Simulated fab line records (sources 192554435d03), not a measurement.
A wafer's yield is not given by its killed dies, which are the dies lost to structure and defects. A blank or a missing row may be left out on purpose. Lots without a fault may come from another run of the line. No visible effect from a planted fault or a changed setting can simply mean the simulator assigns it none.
Matching of chambers	flow n5 finfet	pecvd-03 running N5_BEOL_M6_PECVD_70: 3 sister chambers
The step deposits SiO2 from TEOS/O2, target thk 20 nm, time 22.7 s. 3 wafers are shown with their chamber, then 11 later ones without.

== WAFERS PAIRED WITH THEIR CHAMBERS ==
wafer	chamber	throttle valve pct (%)
L087.2	0	23.3
L087.6	2	21.0
L086.2	1	20.9

== WAFERS MISSING THEIR CHAMBER ==
wafer	throttle valve pct (%)
L086.4	21.2
L086.5	21.2
L090.1	23.6
L090.2	21.1
L090.6	20.9
L092.2	20.8
L092.3	21.2
L092.6	23.4
L096.2	23.8
L096.5	21.2
L096.6	23.5

== WHICH CHAMBER EACH WENT THROUGH ==
wafer	from the rows above	in truth
L086.4	can't be placed: 2 or 1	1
L086.5	can't be placed: 2 or 1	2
L090.1	0	0
L090.2	can't be placed: 2 or 1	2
L090.6	can't be placed: 1 or 2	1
L092.2	can't be placed: 1 or 2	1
L092.3	can't be placed: 2 or 1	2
L092.6	0	0
L096.2	0	0
L096.5	can't be placed: 2 or 1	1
L096.6	0	0
Correct placement for 4 of the 11. Unplaceable from these rows: 7, with the true chamber sitting among the candidates in 7. Number placed wrongly: 0.
How it was worked out, from the rows above alone: a wafer's distance from a chamber is the root of the sum, over the readings, of the square of ((its reading less the chamber's mean) divided by the reading's scatter). If the next closest chamber is less than 2 further off than the closest, the wafer can't be placed; otherwise it belongs to the closest. For every chamber, the mean is computed from those of its wafers that are shown. The scatter (one wafer shown for each chamber): square how far every hidden wafer sits from the nearest shown wafer, average those squares and take the square root.
